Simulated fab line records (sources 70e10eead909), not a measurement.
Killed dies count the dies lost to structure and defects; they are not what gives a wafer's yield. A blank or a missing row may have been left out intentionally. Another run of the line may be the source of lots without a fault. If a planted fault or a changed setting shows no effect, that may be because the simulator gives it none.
Which tool did it? -- flow nand-harc -- 13 lots, 39 wafers sampled, at 6 steps of a route of 1302

WHAT THE GAUGES READ, wafer by wafer
NHARC_A_CONTACT_CD_MEAS_80. Usual: cd-nm reads 289.3 nm (standard deviation 0.8).
lot,measured,on,cd-nm (nm),flag
L274,day 22 18:42,cd-sem-01,289.1 289.5 288.9,
L273,day 22 19:19,cd-sem-02,290.6 290.0 289.9,
L279,day 24 01:47,cd-sem-03,289.4 289.4 289.0,
L277,day 24 12:34,cd-sem-03,289.5 289.0 289.2,
L278,day 24 20:14,cd-sem-02,287.4 288.0 287.8,
L280,day 24 23:11,cd-sem-01,288.2 288.4 287.6,
L281,day 25 11:54,cd-sem-02,289.8 290.1 289.6,
L282,day 25 13:40,cd-sem-03,289.6 289.5 289.8,
L283,day 26 12:41,cd-sem-03,288.7 288.5 288.8,
L289,day 28 09:38,cd-sem-03,289.5 289.7 289.3,
L294,day 30 20:22,cd-sem-01,290.1 290.0 290.4,
L293,day 31 00:23,cd-sem-03,289.3 289.8 289.0,
L295,day 31 01:08,cd-sem-02,288.5 288.7 288.8,

NHARC_A_CONTACT_INSPECT_10. Usual: raw-defect-count reads 88 (standard deviation 33).
lot,measured,on,raw-defect-count,flag
L274,day 22 22:14,defect-inspect-01,113 109 109,
L273,day 22 22:53,defect-inspect-01,44 57 48,
L279,day 24 11:55,defect-inspect-02,93 100 111,
L277,day 24 20:14,defect-inspect-01,153 163 161,
L278,day 25 00:03,defect-inspect-01,89 132 99,
L280,day 25 02:51,defect-inspect-02,82 92 92,
L281,day 25 19:43,defect-inspect-02,89 93 86,
L282,day 25 19:53,defect-inspect-02,86 90 69,
L283,day 26 17:29,defect-inspect-02,82 77 95,
L289,day 28 13:49,defect-inspect-01,75 85 88,
L294,day 30 23:56,defect-inspect-02,357 376 373 358 374 375,OFF
L293,day 31 04:41,defect-inspect-02,412 384 394 415 388 392,OFF
L295,day 31 05:19,defect-inspect-02,91 74 62,

NHARC_END_SORT_01. Usual: killed-at-array 54, standard deviation 20; killed-at-other 0.9, standard deviation 1.1; killed-at-periphery 3.8, standard deviation 2.4; killed-dies 58, standard deviation 20; killed-open 3.5, standard deviation 1.9; killed-short 2.5, standard deviation 1.6.
lot,measured,on,killed-at-array,killed-at-other,killed-at-periphery,killed-dies,killed-open,killed-short,flag
L294,day 34 05:15,prober-01,94 68 62,3 4 5,2 2 0,99 74 67,2 2 3,4 3 1,
L293,day 34 14:37,prober-02,135 125 95,1 0 0,1 1 2,137 126 97,4 5 3,1 5 3,OFF

WHICH TOOL RAN EACH LOT (tool, then ch and the chambers of the sampled wafers, then the start)
lot,NHARC_A_CONTACT_ETCH_128,NHARC_A_CONTACT_DEP_85,NHARC_A_CONTACT_ETCH_136
L274,"har-cap-etch-02 ch 0,1, day 22 16:51","pecvd-03 ch 0,1,2, day 22 21:25","har-cap-etch-02 ch 0,1, day 23 00:09"
L273,"har-cap-etch-03 ch 0,1, day 22 17:21","pecvd-03 ch 0,1,2, day 22 22:04","har-cap-etch-03 ch 0,1, day 23 00:33"
L279,"har-cap-etch-03 ch 0,1, day 23 23:55","pecvd-04 ch 0,2, day 24 11:08","har-cap-etch-02 ch 0,1, day 24 13:47"
L277,"har-cap-etch-03 ch 0,1, day 24 10:41","pecvd-04 ch 0,1,2, day 24 19:26","har-cap-etch-01 ch 0,1, day 24 22:23"
L278,"har-cap-etch-03 ch 0,1, day 24 17:35","pecvd-04 ch 0,1,2, day 24 23:23","har-cap-etch-01 ch 0,1, day 25 01:59"
L280,"har-cap-etch-02 ch 0,1, day 24 21:14","pecvd-04 ch 0,2, day 25 02:02","har-cap-etch-03 ch 0, day 25 04:43"
L281,"har-cap-etch-02 ch 0,1, day 25 10:04","pecvd-03 ch 0,1,2, day 25 18:54","har-cap-etch-02 ch 0,1, day 25 21:40"
L282,"har-cap-etch-01 ch 0,1, day 25 11:20","pecvd-03 ch 0,1,2, day 25 19:04","har-cap-etch-01 ch 0,1, day 25 22:07"
L283,"har-cap-etch-01 ch 0,1, day 26 10:47","pecvd-02 ch 1,2, day 26 16:46","har-cap-etch-01 ch 0,1, day 26 19:11"
L289,"har-cap-etch-01 ch 0,1, day 28 07:44","pecvd-02 ch 0,2, day 28 12:58","har-cap-etch-02 ch 0,1, day 28 15:28"
L294,"har-cap-etch-01 ch 0,1, day 30 18:31","pecvd-02 ch 0,1,2, day 30 23:05","har-cap-etch-01 ch 0,1, day 31 07:14"
L293,"har-cap-etch-03 ch 0, day 30 22:31","pecvd-02 ch 0,1, day 31 03:50","har-cap-etch-01 ch 1, day 31 10:29"
L295,"har-cap-etch-02 ch 0,1, day 30 23:16","pecvd-03 ch 0,1,2, day 31 04:28","har-cap-etch-03 ch 0,1, day 31 09:53"
- NHARC_A_CONTACT_ETCH_128: etches the open film in C4F8/O2/Ar, time 197 s, target depth 1918 nm.
- NHARC_A_CONTACT_DEP_85: deposits SiON, target thk 60 nm.
- NHARC_A_CONTACT_ETCH_136: etches the open film in C4F8/O2/Ar, time 311 s, target depth 1912 nm.

AS READ BY THE TOOLS THEMSELVES (means over the sampled wafers that have a number; for cases with no such wafer, the mark the record gives instead)
NHARC_A_CONTACT_DEP_85. Usual: heater-power-w reads 711 W (standard deviation 80).
lot,tool,heater-power-w (W),flag
L274,pecvd-03,692,
L273,pecvd-03,669,
L279,pecvd-04,733,
L277,pecvd-04,737,
L278,pecvd-04,769,
L280,pecvd-04,789,
L281,pecvd-03,660,
L282,pecvd-03,625,
L283,pecvd-02,753,
L289,pecvd-02,817,
L294,pecvd-02,733,
L293,pecvd-02,678,
L295,pecvd-03,622,

THE ANSWER, worked out from the rows above alone
Rule: a lot is off if the mean of its wafers that have a number lies more than 3 standard deviations from the usual mean. A lot without any number at a reading at which 4 lots or more have one is off too. Where the step has rows for the other lots, those lots are counted as sound. Order of review: gauges by route order, followed by the tools' own readings, for which a lot's mean as printed above is used. The first step at which some lot is off is used, and at that step the reading that is off furthest; a lot without a number counts as furthest.
Off, at NHARC_A_CONTACT_INSPECT_10 on raw-defect-count: L294, L293.
If a tool, at a process step before that reading, ran all the lots that are off and no sound lot after the first of them, it fits. The gauges at NHARC_A_CONTACT_INSPECT_10 are tried like those tools. One fits: pecvd-02 at NHARC_A_CONTACT_DEP_85. Its last sound lot is L289 (day 28 12:58), its first lot that is off L294 (day 30 23:05): a fault that began between those two fits.

WHAT THE SIMULATOR PUT IN
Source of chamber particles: pecvd-02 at NHARC_A_CONTACT_DEP_85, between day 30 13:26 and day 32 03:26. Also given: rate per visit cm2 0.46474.
Struck lots among those shown: L294, L293. The rule given above showed the same thing.
